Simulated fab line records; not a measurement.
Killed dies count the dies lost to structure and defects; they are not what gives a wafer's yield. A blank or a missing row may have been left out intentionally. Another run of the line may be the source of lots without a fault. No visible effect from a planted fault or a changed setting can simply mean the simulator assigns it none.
fab line records -- flow n5Finfet
record lots=7, wafers=21
route steps=1938 shown BEOL_M11@1543 BEOL_M12@1602 BEOL_M13@1661
startH: start of the lot's first displayed wafer, in hours after the record's first day -- waitH: hours from the lot's prior step to this one -- " the same as in the row above -- L1.1+2: several wafers, shown together as one row -- - no value, or no start given -- * or withheld: withheld -- < > ~ a bound
route shown NAME@n: a module of which the file shows steps, and the number in the route of the first -- usual: average and standard deviation across the fault-free wafers -- same: alike in all rows -- chamber/n: place in a boat -- sites: readings site by site -- _std_site: standard deviation across them -- _edge_site: the outer-site mean with the inner-site mean subtracted -- radiusMm: for every site, how far away it sits from the centre of the wafer -- mask NAME#n: copy n -- behind: tool/chamber where the wafer was last shaped -- hold: why the lot was held/for how many hours/how that ended -- device: whichever transistor did not switch (one of n, p or np) -- end of line: tests of these same wafers at the route's end -- for a step that has no rows: nothing shown but its recipe -- killed: not the wafer's yield, but the dies lost to structure and defects at the first sort -- map: the dies of a wafer, with x for killed, . for not killed, _ for no die there
set.NAME: the setting as run; set.NAME@STEP: as run at that earlier step -- model.NAME: the simulator's own value behind a step, which no gauge read
one table per step and one row per wafer, for lots whose settings were changed on purpose
## steps
# step N5_BEOL_M11_COAT_05
# recipe resist=CAR-ArF, spinRpm=1500, resistThkNm=90
lot.wafer,tool,chamber,startH,waitH,set.spinRpm,model.CAR-ArF_of_BEOL_M11_COAT_05.thkNm
L074.2+3,lithoTrack-04,0,-,-,1500,89.8
L074.4,lithoTrack-04,0,-,-,1500,90
L081.1,lithoTrack-01,0,-,-,1407,93
L081.3+5,lithoTrack-01,0,-,-,1500,89.8
L079.3,lithoTrack-01,0,-,-,1618,86.6
L079.4,lithoTrack-01,0,-,-,1500,89.8
L079.5,lithoTrack-01,0,-,-,1618,86.4
L082.1,lithoTrack-02,0,-,-,1500,90
L082.2+4,lithoTrack-02,0,-,-,1500,89.8
L083.2,lithoTrack-02,0,-,-,1500,90.2
L083.4,lithoTrack-02,0,-,-,1500,89.8
L083.5,lithoTrack-02,0,-,-,1500,90
L087.2+4,lithoTrack-02,0,-,-,1383,93.6
L087.5,lithoTrack-02,0,-,-,1500,90
L097.1+3,lithoTrack-02,0,-,-,1500,90.4
L097.6,lithoTrack-02,0,-,-,1391,94
# step N5_BEOL_M11_EBR_07
# recipe solvent=PGMEA, ebrWidthMm=1.5
# step N5_BEOL_M11_SOFTBAKE_06
# recipe tempC=110, timeS=60, resist=CAR-ArF
# step N5_BEOL_M11_DESCUM_16
# recipe chemistry=O2, timeS=7.9, sourcePowerW=50, biasPowerW=20, pressureMtorr=20, rfFrequencyHz=2.712e+07, tempC=40, resist=CAR-ArF, o2FlowSccm=225
# step N5_BEOL_M11_ETCH_61
# recipe chemistry=CF4, target=SiARC, targetDepthA=390, maskMaterial=CAR-ArF, timeS=65, ionEnergyEv=80, pressureMtorr=40, sourceW=545, biasW=36, Ar_flow_sccm=100, cf4FlowSccm=100, ends=cleared
lot.wafer,tool,chamber,startH,waitH,set.spinRpm@BEOL_M11_COAT_05,model.CAR-ArF_of_BEOL_M11_COAT_05.thkNm
L074.2+3,rieDiel-05,"1,2",219.54,0.0,1500,55.2
L074.4,rieDiel-05,0,219.54,0.0,1500,55.4
L081.1,rieDiel-05,0,262.70,0.0,1407,58.2
L081.3,rieDiel-05,3,262.70,0.0,1500,55.2
L081.5,rieDiel-05,0,262.70,0.0,1500,55.4
L079.3+5,rieDiel-05,2,266.51,0.0,1618,52
L079.4,rieDiel-05,3,266.51,0.0,1500,55.4
L082.1,rieDiel-04,3,275.25,0.0,1500,55.6
L082.2,rieDiel-04,1,275.25,0.0,1500,55.4
L082.4,rieDiel-04,2,275.25,0.0,1500,55.2
L083.2+5,rieDiel-02,"1,3",287.06,0.0,1500,55.6
L083.4,rieDiel-02,1,287.06,0.0,1500,55.2
L087.2+4,rieDiel-04,"0,2",316.31,0.0,1383,59
L087.5,rieDiel-04,2,316.31,0.0,1500,55.4
L097.1+3,rieDiel-04,"3,0",351.77,0.0,1500,55.8
L097.6,rieDiel-04,3,351.77,0.0,1391,59.4
# step N5_BEOL_M11_ETCH_62
# recipe chemistry=N2/H2, target=SOC, targetDepthA=1100, overetchA=220, maskMaterial=SiARC, tempC=40, timeS=165, ionEnergyEv=200, pressureMtorr=30, sourceW=840, biasW=150, n2FlowSccm=200, h2FlowSccm=200
# step N5_BEOL_M11_STRIP_68
# recipe chemistry=N2/H2, tempC=40, n2FlowSccm=200, h2FlowSccm=200, rfFrequencyHz=6e+07
# step N5_BEOL_M11_STRIP_77
# recipe chemistry=N2/H2, timeS=10, powerW=450, tempC=40, pressureMtorr=20, rfFrequencyHz=6e+07, biasPowerW=7, n2FlowSccm=200, h2FlowSccm=200
# step N5_BEOL_M11_HM_STRIP_39
# recipe chemistry=peroxideTinStrip, material=TiN, targetDepthA=250, tempC=50, timeS=158
lot.wafer,tool,chamber,startH,waitH,set.tempC@BEOL_M11_PECVD_70,model.SiO2_of_BEOL_M11_PECVD_70.thkNm
L074.2,wetBench-03,3,220.93,0.0,400,19.8
L074.3,wetBench-03,4,220.93,0.0,400,19.6
L074.4,wetBench-03,1,220.93,0.0,400,20.4
L081.1,wetBench-06,5,265.16,0.0,400,18.8
L081.3,wetBench-06,4,265.16,0.0,382.1,22
L081.5,wetBench-06,0,265.16,0.0,382.1,22.2
L079.3,wetBench-03,3,268.10,0.0,383.9,21
L079.4,wetBench-03,7,268.10,0.0,400,19.6
L079.5,wetBench-03,0,268.10,0.0,383.9,22
L082.1+2,wetBench-02,"7,5",278.47,0.0,400,19.2
L082.4,wetBench-02,0,278.47,0.0,400,20
L083.2,wetBench-06,1,289.92,0.0,414.8,17.8
L083.4+5,wetBench-06,"6,5",289.92,0.0,400,20.2
L087.2,wetBench-02,4,317.79,0.0,388.7,22
L087.4,wetBench-02,2,317.79,0.0,388.7,22.2
L087.5,wetBench-02,1,317.79,0.0,400,20.8
L097.1,wetBench-03,7,355.56,0.0,400,19.6
L097.3,wetBench-03,3,355.56,0.0,384.1,21.4
L097.6,wetBench-03,4,355.56,0.0,384.1,22.4
# step N5_BEOL_M11_SRD_40
# recipe timeS=30, tempC=23, rinseLiquid=diw, dry=ipaMarangoni
# step N5_BEOL_M11_PRECLEAN_42
# recipe chemistry=residueRemover, timeS=60, tempC=40
# step N5_BEOL_M11_ECD_50
# recipe material=Cu, targetThkA=3180
# step N5_BEOL_M11_ANNEAL_51
# recipe tempC=225, timeS=90, ambient=N2
# step N5_BEOL_M11_CMP_52
# recipe stopOn=SiCOH_lowk, tOverpolishS=7, downForcePsi=1, platenRpm=50, clearingPlatenDownForcePsi=1.5, clearingPlatenRpm=50, postCmpClean=cuAlkaline, targetThkNm=140, clearingPlatenPadVelocityMS=0.99484, padVelocityMS=0.99484
# usual barrierFieldEndpointS=29.2/0.81
lot.wafer,tool,chamber,startH,waitH,set.tempC@BEOL_M11_PECVD_70,barrierFieldEndpointS
L074.3,cmp-03,0,223.72,0.2,400,28.4
L074.4,cmp-03,1,223.72,0.2,400,29.4
L074.2,cmp-03,2,223.72,0.2,400,28.3
L081.1,cmp-01,0,267.05,0.3,400,28.7
L081.3,cmp-01,1,267.05,0.3,382.1,32.7
L081.5,cmp-01,3,267.05,0.3,382.1,31.5
L079.3,cmp-04,0,270.28,0.2,383.9,31.8
L079.4,cmp-04,1,270.28,0.2,400,29.7
L079.5,cmp-04,3,270.28,0.2,383.9,32.3
L082.4,cmp-01,0,281.97,0.2,400,29.1
L082.1,cmp-01,1,281.97,0.2,400,28.4
L082.2,cmp-01,2,281.97,0.2,400,28.6
L083.2,cmp-01,2,292.64,0.3,414.8,27.0
L083.4,cmp-01,3,292.64,0.3,400,28.8
L083.5,cmp-01,0,292.64,0.3,400,30.2
L087.4,cmp-01,3,319.92,0.2,388.7,31.0
L087.2,cmp-01,0,319.92,0.2,388.7,32.1
L087.5,cmp-01,1,319.92,0.2,400,31.2
L097.1,cmp-01,3,358.04,0.3,400,28.5
L097.3,cmp-01,1,358.04,0.3,384.1,33.0
L097.6,cmp-01,2,358.04,0.3,384.1,33.5
# step N5_BEOL_M12_ILD_DEP_00
# recipe material=SiOC, targetThkA=6589.2, tempC=350, precursor=DEMS/O2, pressureTorr=5, rfW=500, timeS=130.7
lot.wafer,tool,chamber,startH,waitH,set.timeS,model.SiOC_of_BEOL_M12_ILD_DEP_00.thkNm
L074.2,pecvd-03,2,224.23,0.0,130.7,659.2
L074.3,pecvd-03,1,224.23,0.0,130.7,662
L074.4,pecvd-03,0,224.23,0.0,130.7,663.4
L081.1,pecvd-02,0,267.49,0.0,130.7,648.4
L081.3,pecvd-02,2,267.49,0.0,130.7,649.8
L081.5,pecvd-02,0,267.49,0.0,119.6,599.4
L079.3,pecvd-03,2,270.69,0.0,137.6,698.2
L079.4,pecvd-03,2,270.69,0.0,130.7,671.8
L079.5,pecvd-03,0,270.69,0.0,130.7,674.4
L082.1,pecvd-02,1,282.41,0.0,130.7,647.2
L082.2,pecvd-02,2,282.41,0.0,138.7,694.4
L082.4,pecvd-02,0,282.41,0.0,130.7,659.8
L083.2,pecvd-03,0,293.05,0.0,130.7,654.2
L083.4,pecvd-03,2,293.05,0.0,130.7,664.6
L083.5,pecvd-03,1,293.05,0.0,146.6,740.8
L087.2,pecvd-03,0,320.33,0.0,144,724.6
L087.4,pecvd-03,0,320.33,0.0,130.7,663.2
L087.5,pecvd-03,2,320.33,0.0,130.7,663.6
L097.1,pecvd-02,0,358.48,0.0,115.4,577.6
L097.3,pecvd-02,1,358.48,0.0,130.7,643.8
L097.6,pecvd-02,1,358.48,0.0,115.4,579
# step N5_BEOL_M12_THK_MEAS_01
# recipe reads=SiOC_of_BEOL_M12_ILD_DEP_00
# usual M12_ILD_THK=658/9
lot.wafer,tool,chamber,startH,waitH,set.timeS@BEOL_M12_ILD_DEP_00,M12_ILD_THK[nm]
L074.2,filmMetro-02,-,224.36,0.1,130.7,659
L074.3,filmMetro-02,-,224.36,0.1,130.7,662
L074.4,filmMetro-02,-,224.36,0.1,130.7,663
L081.1,filmMetro-01,-,267.62,0.1,130.7,649
L081.3,filmMetro-01,-,267.62,0.1,130.7,650
L081.5,filmMetro-01,-,267.62,0.1,119.6,600
L079.3,filmMetro-02,-,270.82,0.1,137.6,698
L079.4,filmMetro-02,-,270.82,0.1,130.7,672
L079.5,filmMetro-02,-,270.82,0.1,130.7,674
L082.1,filmMetro-02,-,282.54,0.1,130.7,647
L082.2,filmMetro-02,-,282.54,0.1,138.7,695
L082.4,filmMetro-02,-,282.54,0.1,130.7,660
L083.2,filmMetro-01,-,293.18,0.1,130.7,654
L083.4,filmMetro-01,-,293.18,0.1,130.7,665
L083.5,filmMetro-01,-,293.18,0.1,146.6,741
L087.2,filmMetro-01,-,320.46,0.1,144,724
L087.4,filmMetro-01,-,320.46,0.1,130.7,663
L087.5,filmMetro-01,-,320.46,0.1,130.7,663
L097.1,filmMetro-01,-,358.61,0.1,115.4,578
L097.3,filmMetro-01,-,358.61,0.1,130.7,644
L097.6,filmMetro-01,-,358.61,0.1,115.4,579
# step N5_BEOL_M12_COAT_04
# recipe spinRpm=1625, resistThkNm=400
lot.wafer,tool,chamber,startH,waitH,set.spinRpm,model.coat_of_BEOL_M12_COAT_04.thkNm
L074.2,lithoTrack-01,0,-,-,1625,400.4
L074.3,lithoTrack-01,0,-,-,1625,399.8
L074.4,lithoTrack-01,0,-,-,1625,399.6
L081.1,lithoTrack-03,0,-,-,1725,388.8
L081.3,lithoTrack-03,0,-,-,1625,400.2
L081.5,lithoTrack-03,0,-,-,1625,400.8
L079.3,lithoTrack-03,0,-,-,1479,419.6
L079.4,lithoTrack-03,0,-,-,1625,401
L079.5,lithoTrack-03,0,-,-,1625,400.8
L082.1,lithoTrack-01,0,-,-,1625,400.8
L082.2,lithoTrack-01,0,-,-,1572,407.6
L082.4,lithoTrack-01,0,-,-,1572,407.2
L083.2,lithoTrack-03,0,-,-,1766,383.4
L083.4,lithoTrack-03,0,-,-,1625,401
L083.5,lithoTrack-03,0,-,-,1625,401.2
L087.2+5,lithoTrack-03,0,-,-,1625,402.4
L087.4,lithoTrack-03,0,-,-,1625,402
L097.1,lithoTrack-03,0,-,-,1756,385
L097.3,lithoTrack-03,0,-,-,1625,400.6
L097.6,lithoTrack-03,0,-,-,1625,400.8
# step N5_BEOL_M12_EBR_06
# recipe solvent=PGMEA, ebrWidthMm=1.5
# step N5_BEOL_M12_SOFTBAKE_05
# recipe tempC=130, timeS=60
# step N5_BEOL_M12_DESCUM_15
# recipe chemistry=O2, timeS=7.9, sourcePowerW=50, biasPowerW=20, pressureMtorr=20, rfFrequencyHz=2.712e+07, tempC=40, o2FlowSccm=225
# step N5_BEOL_M12_ETCH_59
# recipe chemistry=N2/H2, target=BARC, targetDepthA=890, overetchA=267, timeS=67.9, ionEnergyEv=200, pressureMtorr=30, sourceW=840, biasW=150, n2FlowSccm=200, h2FlowSccm=200
lot.wafer,tool,chamber,startH,waitH,set.spinRpm@BEOL_M12_COAT_04,model.coat_of_BEOL_M12_COAT_04.thkNm
L074.2,rieDiel-06,2,224.79,0.0,1625,318.2
L074.3,rieDiel-06,1,224.79,0.0,1625,315.2
L074.4,rieDiel-06,3,224.79,0.0,1625,315.8
L081.1,rieDiel-06,0,268.05,0.0,1725,306.6
L081.3,rieDiel-06,1,268.05,0.0,1625,315.6
L081.5,rieDiel-06,2,268.05,0.0,1625,319.6
L079.3,rieDiel-03,0,271.24,0.0,1479,341.4
L079.4,rieDiel-03,2,271.24,0.0,1625,320
L079.5,rieDiel-03,2,271.24,0.0,1625,319.8
L082.1,rieDiel-03,2,283.19,0.0,1625,318.6
L082.2,rieDiel-03,0,283.19,0.0,1572,329
L082.4,rieDiel-03,3,283.19,0.0,1572,322.6
L083.2,rieDiel-01,1,293.97,0.0,1766,300.2
L083.4,rieDiel-01,3,293.97,0.0,1625,320.4
L083.5,rieDiel-01,0,293.97,0.0,1625,319.4
L087.2,rieDiel-06,2,321.01,0.0,1625,321.4
L087.4,rieDiel-06,1,321.01,0.0,1625,317.6
L087.5,rieDiel-06,3,321.01,0.0,1625,318.8
L097.1,rieDiel-03,1,359.55,0.0,1756,303.2
L097.3,rieDiel-03,0,359.55,0.0,1625,322
L097.6,rieDiel-03,1,359.55,0.0,1625,319
# step N5_BEOL_M12_VIA_ETCH_16
# recipe chemistry=C4F8/O2/Ar, target=SiOC, pressureMtorr=30, sourceW=3000, biasW=700, Ar_flow_sccm=400, C4F8_flow_sccm=15, O2_flow_sccm=8, heInnerTorr=15, heOuterTorr=30, targetDepthA=7248, timeS=withheld, ionEnergyEv=250, ends=cleared
lot.wafer,tool,chamber,startH,waitH,set.timeS@BEOL_M12_ILD_DEP_00,model.etch.depthNm
L074.2,rieDiel-06,2,224.84,0.0,*,659.2
L074.3,rieDiel-06,1,224.84,0.0,*,662
L074.4,rieDiel-06,3,224.84,0.0,*,663.3
L081.1,rieDiel-06,0,268.10,0.0,*,648.4
L081.3,rieDiel-06,1,268.10,0.0,*,649.8
L081.5,rieDiel-06,2,268.10,0.0,*,599.4
L079.3,rieDiel-03,0,271.30,0.0,*,698.1
L079.4,rieDiel-03,2,271.30,0.0,*,671.8
L079.5,rieDiel-03,2,271.30,0.0,*,674.5
L082.1,rieDiel-03,2,283.24,0.0,*,647.2
L082.2,rieDiel-03,0,283.24,0.0,*,694.5
L082.4,rieDiel-03,3,283.24,0.0,*,659.9
L083.2,rieDiel-01,1,294.02,0.0,*,654.2
L083.4,rieDiel-01,3,294.02,0.0,*,664.5
L083.5,rieDiel-01,0,294.02,0.0,*,740.7
L087.2,rieDiel-06,2,321.06,0.0,*,724.6
L087.4,rieDiel-06,1,321.06,0.0,*,663.2
L087.5,rieDiel-06,3,321.06,0.0,*,663.5
L097.1,rieDiel-03,1,359.60,0.0,*,577.6
L097.3,rieDiel-03,0,359.60,0.0,*,643.7
L097.6,rieDiel-03,1,359.60,0.0,*,578.9
# step N5_BEOL_M12_STRIP_63
# recipe chemistry=N2/H2, powerW=1000, tempC=250, h2Frac=0.65, overashFraction=0.3, pressureMtorr=1000, n2FlowSccm=1750, h2FlowSccm=3250
# step N5_BEOL_M12_STRIP_64
# recipe chemistry=N2/H2, powerW=1000, tempC=250, h2Frac=0.65, overashFraction=0.3, pressureMtorr=withheld, n2FlowSccm=1750, h2FlowSccm=3250
# step N5_BEOL_M12_STRIP_37
# recipe chemistry=N2/H2, powerW=1000, tempC=250, h2Frac=0.65, overashFraction=0.3, pressureMtorr=withheld, n2FlowSccm=1750, h2FlowSccm=3250
# step N5_BEOL_M12_ETCH_38
# recipe chemistry=CF4/N2, target=SiCN, targetDepthA=687, taperDeg=2, timeS=73.4, ionEnergyEv=150, maskMaterial=SiO2, pressureMtorr=40, sourceW=430, biasW=70, Ar_flow_sccm=100, cf4FlowSccm=60, n2FlowSccm=60
lot.wafer,tool,chamber,startH,waitH,set.timeS@BEOL_M12_ILD_DEP_00,model.SiOC_of_BEOL_M12_ILD_DEP_00.thkNm
L074.2,rieDiel-03,1,227.12,-,130.7,610.4
L074.3,rieDiel-03,3,227.12,-,130.7,611.2
L074.4,rieDiel-03,2,227.12,-,130.7,614
L081.1,rieDiel-01,0,269.82,-,130.7,599
L081.3,rieDiel-01,2,269.82,-,130.7,601.2
L081.5,rieDiel-01,2,269.82,-,119.6,550.6
L079.3,rieDiel-01,2,274.78,-,137.6,649.8
L079.4,rieDiel-01,0,274.78,-,130.7,622.8
L079.5,rieDiel-01,0,274.78,-,130.7,625.2
L082.1,rieDiel-06,2,286.17,-,130.7,599
L082.2,rieDiel-06,1,286.17,-,138.7,643.8
L082.4,rieDiel-06,3,286.17,-,130.7,610.8
L083.2,rieDiel-03,1,298.78,-,130.7,604.8
L083.4,rieDiel-03,2,298.78,-,130.7,614.6
L083.5,rieDiel-03,1,298.78,-,146.6,690.8
L087.2,rieDiel-03,0,324.68,-,144,677.2
L087.4,rieDiel-03,0,324.68,-,130.7,615.8
L087.5,rieDiel-03,1,324.68,-,130.7,614.8
L097.1,rieDiel-03,2,364.29,-,115.4,528.2
L097.3,rieDiel-03,0,364.29,-,130.7,596.8
L097.6,rieDiel-03,3,364.29,-,115.4,528.4
# step N5_BEOL_M13_COAT_58
# recipe resist=BARC, tempC=205, timeS=60, spinRpm=1500, resistThkNm=89
lot.wafer,tool,chamber,startH,waitH,set.spinRpm,model.BARC_of_BEOL_M13_COAT_58.thkNm
L074.2+3,lithoTrack-05,0,229.36,0.0,1500,88.8
L074.4,lithoTrack-05,0,229.36,0.0,1500,88.6
L081.1,lithoTrack-04,0,271.68,0.0,1500,89.6
L081.3,lithoTrack-04,0,271.68,0.0,1500,89.2
L081.5,lithoTrack-04,0,271.68,0.0,1500,89.8
L079.3+4,lithoTrack-04,0,276.78,0.0,1437,90.8
L079.5,lithoTrack-04,0,276.78,0.0,1500,88.8
L082.1+2,lithoTrack-05,0,288.20,0.0,1374,92.6
L082.4,lithoTrack-05,0,288.20,0.0,1500,88.4
L083.2+4,lithoTrack-02,0,300.98,0.0,1500,89
L083.5,lithoTrack-02,0,300.98,0.0,1661,84.2
L087.2,lithoTrack-05,0,326.55,0.0,1443,91
L087.4,lithoTrack-05,0,326.55,0.0,1443,90.8
L087.5,lithoTrack-05,0,326.55,0.0,1500,89.2
L097.1,lithoTrack-05,0,366.57,0.0,1500,89
L097.3,lithoTrack-05,0,366.57,0.0,1500,89.2
L097.6,lithoTrack-05,0,366.57,0.0,1604,86.6
# step N5_BEOL_M13_COAT_04
# recipe spinRpm=1625, resistThkNm=400
# step N5_BEOL_M13_EBR_06
# recipe solvent=PGMEA, ebrWidthMm=1.5
# step N5_BEOL_M13_DESCUM_15
# recipe chemistry=O2, timeS=7.9, sourcePowerW=50, biasPowerW=20, pressureMtorr=20, rfFrequencyHz=2.712e+07, tempC=40, o2FlowSccm=225
# step N5_BEOL_M13_ETCH_59
# recipe chemistry=N2/H2, target=BARC, targetDepthA=890, overetchA=267, timeS=67.9, ionEnergyEv=200, pressureMtorr=30, sourceW=840, biasW=150, n2FlowSccm=200, h2FlowSccm=200
lot.wafer,tool,chamber,startH,waitH,set.spinRpm@BEOL_M13_COAT_58,model.etch.depthNm
L074.2,rieDiel-05,2,229.88,0.0,1500,88.76
L074.3,rieDiel-05,0,229.88,0.0,1500,88.81
L074.4,rieDiel-05,1,229.88,0.0,1500,88.7
L081.1,rieDiel-05,3,272.20,0.0,1500,89.57
L081.3,rieDiel-05,1,272.20,0.0,1500,89.26
L081.5,rieDiel-05,0,272.20,0.0,1500,89.77
L079.3,rieDiel-05,0,277.17,0.0,1437,90.84
L079.4,rieDiel-05,3,277.17,0.0,1437,90.89
L079.5,rieDiel-05,3,277.17,0.0,1500,88.76
L082.1,rieDiel-05,3,288.60,0.0,1374,92.61
L082.2,rieDiel-05,2,288.60,0.0,1374,92.6
L082.4,rieDiel-05,0,288.60,0.0,1500,88.42
L083.2,rieDiel-04,3,301.50,0.0,1500,89
L083.4,rieDiel-04,1,301.50,0.0,1500,89.05
L083.5,rieDiel-04,1,301.50,0.0,1661,84.28
L087.2,rieDiel-05,3,326.96,0.0,1443,90.94
L087.4,rieDiel-05,0,326.96,0.0,1443,90.83
L087.5,rieDiel-05,2,326.96,0.0,1500,89.29
L097.1,rieDiel-02,0,367.09,0.0,1500,89.06
L097.3,rieDiel-02,3,367.09,0.0,1500,89.22
L097.6,rieDiel-02,3,367.09,0.0,1604,86.59
# step N5_BEOL_M13_VIA_ETCH_16
# recipe chemistry=C4F8/O2/Ar, target=SiOC, pressureMtorr=30, sourceW=3000, biasW=700, Ar_flow_sccm=400, C4F8_flow_sccm=15, O2_flow_sccm=8, heInnerTorr=15, heOuterTorr=30, targetDepthA=9217, timeS=withheld, ionEnergyEv=250, ends=cleared
# step N5_BEOL_M13_STRIP_63
# recipe chemistry=N2/H2, powerW=1000, tempC=250, h2Frac=0.65, overashFraction=0.3, pressureMtorr=1000, n2FlowSccm=1750, h2FlowSccm=3250
# step N5_BEOL_M13_STRIP_64
# recipe chemistry=N2/H2, powerW=1000, tempC=250, h2Frac=0.65, overashFraction=0.3, pressureMtorr=withheld, n2FlowSccm=1750, h2FlowSccm=3250
# usual stripTimeToEndpointS=31.31/0.088
lot.wafer,tool,chamber,startH,waitH,set.spinRpm@BEOL_M13_COAT_58,stripTimeToEndpointS
L074.2,plasmaAsher-02,1,230.22,0.0,1500,31.22
L074.3,plasmaAsher-02,0,230.22,0.0,1500,31.25
L074.4,plasmaAsher-02,1,230.22,0.0,1500,31.23
L081.1,plasmaAsher-02,1,272.55,0.0,1500,31.47
L081.3,plasmaAsher-02,0,272.55,0.0,1500,31.39
L081.5,plasmaAsher-02,0,272.55,0.0,1500,31.53
L079.3,plasmaAsher-02,0,277.55,0.0,1437,31.84
L079.4,plasmaAsher-02,1,277.55,0.0,1437,31.84
L079.5,plasmaAsher-02,1,277.55,0.0,1500,31.24
L082.1,plasmaAsher-02,0,288.95,0.0,1374,32.34
L082.2,plasmaAsher-02,1,288.95,0.0,1374,32.34
L082.4,plasmaAsher-02,1,288.95,0.0,1500,31.15
L083.2,plasmaAsher-01,1,301.85,0.0,1500,31.31
L083.4,plasmaAsher-01,1,301.85,0.0,1500,31.31
L083.5,plasmaAsher-01,1,301.85,0.0,1661,29.95
L087.2,plasmaAsher-01,1,327.31,0.0,1443,31.86
L087.4,plasmaAsher-01,0,327.31,0.0,1443,31.84
L087.5,plasmaAsher-01,0,327.31,0.0,1500,31.41
L097.1,plasmaAsher-01,1,367.49,0.0,1500,31.32
L097.3,plasmaAsher-01,0,367.49,0.0,1500,31.37
L097.6,plasmaAsher-01,1,367.49,0.0,1604,30.64
## key
split step=N5_BEOL_M11_COAT_05, setting=spinRpm, stated=1500, by=wafer
response step=N5_BEOL_M11_COAT_05, reading=model.CAR-ArF_of_BEOL_M11_COAT_05.thkNm, change=-0.468, per=1%, r=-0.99
response step=N5_BEOL_M11_ETCH_61, reading=model.CAR-ArF_of_BEOL_M11_COAT_05.thkNm, change=-0.463, per=1%, r=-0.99
split step=N5_BEOL_M12_ILD_DEP_00, setting=timeS, stated=130.7, by=wafer
response step=N5_BEOL_M12_ILD_DEP_00, reading=model.SiOC_of_BEOL_M12_ILD_DEP_00.thkNm, change=+6.05, per=1%, r=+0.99
response step=N5_BEOL_M12_THK_MEAS_01, reading=M12_ILD_THK, change=+6.06, per=1%, r=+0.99
response step=N5_BEOL_M12_VIA_ETCH_16, reading=model.etch.depthNm, change=+6.05, per=1%, r=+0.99
response step=N5_BEOL_M12_ETCH_38, reading=model.SiOC_of_BEOL_M12_ILD_DEP_00.thkNm, change=+6.11, per=1%, r=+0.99
split step=N5_BEOL_M12_COAT_04, setting=spinRpm, stated=1625, by=wafer
response step=N5_BEOL_M12_COAT_04, reading=model.coat_of_BEOL_M12_COAT_04.thkNm, change=-2.01, per=1%, r=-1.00
response step=N5_BEOL_M12_ETCH_59, reading=model.coat_of_BEOL_M12_COAT_04.thkNm, change=-2.21, per=1%, r=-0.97
split step=N5_BEOL_M13_COAT_58, setting=spinRpm, stated=1500, by=wafer
response step=N5_BEOL_M13_COAT_58, reading=model.BARC_of_BEOL_M13_COAT_58.thkNm, change=-0.447, per=1%, r=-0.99
response step=N5_BEOL_M13_ETCH_59, reading=model.etch.depthNm, change=-0.446, per=1%, r=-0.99
response step=N5_BEOL_M13_STRIP_64, reading=stripTimeToEndpointS, change=*, per=1%, r=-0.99
split outsideThisFile step=N5_BEOL_M11_PECVD_70 setting=tempC
# split outsideThisFile: this setting was split too, and the file shows its column; the key of that split is in another file
